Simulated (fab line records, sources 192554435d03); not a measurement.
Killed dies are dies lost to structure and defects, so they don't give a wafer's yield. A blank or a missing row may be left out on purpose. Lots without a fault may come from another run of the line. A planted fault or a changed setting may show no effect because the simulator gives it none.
Chamber matching | flow n5_finfet | N5_PASSIVATION_ETCH_54 on rie_diel-03: 4 sister chambers
The step etches SiO2 in CHF3/O2, target depth 880 nm, time 440 s. 8 wafers are shown with their chamber, then 7 later ones without.

WAFERS WITH THEIR CHAMBER
wafer  | chamber | drypump_motor_current_A (A) | throttle_valve_pct (%)
L701.4 | 2       | 5.8                         | 18.99
L703.2 | 3       | 6.2                         | 18.93
L703.6 | 2       | 5.8                         | 18.98
L702.1 | 1       | 6.7                         | 18.59
L702.2 | 3       | 6.1                         | 18.94
L702.5 | 0       | 6.4                         | 18.57
L705.1 | 1       | 6.7                         | 18.59
L705.2 | 0       | 6.4                         | 18.57

WAFERS WITHOUT THEIR CHAMBER
wafer  | drypump_motor_current_A (A) | throttle_valve_pct (%)
L705.4 | 5.8                         | 19.01
L716.1 | 5.8                         | 19.05
L716.3 | 6.4                         | 18.61
L716.6 | 6.1                         | 18.98
L723.2 | 6.4                         | 18.64
L723.3 | 5.8                         | 19.09
L723.5 | 5.8                         | 19.07

WHICH CHAMBER EACH WENT THROUGH
wafer  | from the rows above     | in truth
L705.4 | 2                       | 2
L716.1 | 2                       | 2
L716.3 | can't be placed: 0 or 1 | 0
L716.6 | can't be placed: 2 or 3 | 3
L723.2 | can't be placed: 1 or 0 | 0
L723.3 | 2                       | 2
L723.5 | 2                       | 2
Placed correctly: 4 of 7. Can't be placed from these rows: 3 (the true chamber is among the candidates in 3). Placed wrongly: 0.
How it was worked out, from the rows above alone: a wafer's distance from a chamber is the root of the sum, over the readings, of the square of ((its reading less the chamber's mean) divided by the reading's scatter). The wafer belongs to the nearest chamber; if the next one is less than 2 further off, it can't be placed. A chamber's mean is the mean of its shown wafers. The scatter: the root of (the sum of the squares of (reading less its chamber's mean) over the shown wafers, divided by (wafers less chambers)).
